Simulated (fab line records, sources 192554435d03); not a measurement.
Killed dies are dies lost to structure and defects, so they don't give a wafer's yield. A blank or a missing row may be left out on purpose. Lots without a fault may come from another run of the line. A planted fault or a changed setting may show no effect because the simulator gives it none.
Chamber matching | flow n5_finfet | N5_HKMG_FIN_ETCH_55 on rie_diel-04: 4 sister chambers
The step etches SOC in N2/H2, target depth 240 nm, time 300 s. 8 wafers are shown with their chamber, then 9 later ones without.

WAFERS WITH THEIR CHAMBER
wafer  | chamber | drypump_motor_current_A (A) | showerhead_plenum_p_Torr (Torr)
L076.4 | 2       | 5.9                         | 2.52
L082.5 | 1       | 6.2                         | 2.64
L083.1 | 0       | 6.1                         | 2.60
L083.3 | 3       | 5.5                         | 2.59
L083.5 | 3       | 5.5                         | 2.59
L084.3 | 2       | 6.0                         | 2.51
L084.5 | 0       | 6.1                         | 2.60
L084.6 | 1       | 6.2                         | 2.64

WAFERS WITHOUT THEIR CHAMBER
wafer  | drypump_motor_current_A (A) | showerhead_plenum_p_Torr (Torr)
L086.2 | 5.9                         | 2.51
L086.3 | 6.1                         | 2.60
L086.5 | 6.1                         | 2.60
L088.1 | 6.2                         | 2.63
L088.3 | 6.1                         | 2.60
L088.6 | 6.2                         | 2.63
L091.2 | 5.5                         | 2.58
L091.4 | 6.2                         | 2.63
L091.6 | 5.5                         | 2.58

WHICH CHAMBER EACH WENT THROUGH
wafer  | from the rows above | in truth
L086.2 | 2                   | 2
L086.3 | 0                   | 0
L086.5 | 0                   | 0
L088.1 | 1                   | 1
L088.3 | 0                   | 0
L088.6 | 1                   | 1
L091.2 | 3                   | 3
L091.4 | 1                   | 1
L091.6 | 3                   | 3
Placed correctly: 9 of 9. Can't be placed from these rows: 0. Placed wrongly: 0.
How it was worked out, from the rows above alone: a wafer's distance from a chamber is the root of the sum, over the readings, of the square of ((its reading less the chamber's mean) divided by the reading's scatter). The wafer belongs to the nearest chamber; if the next one is less than 2 further off, it can't be placed. A chamber's mean is the mean of its shown wafers. The scatter: the root of (the sum of the squares of (reading less its chamber's mean) over the shown wafers, divided by (wafers less chambers)).
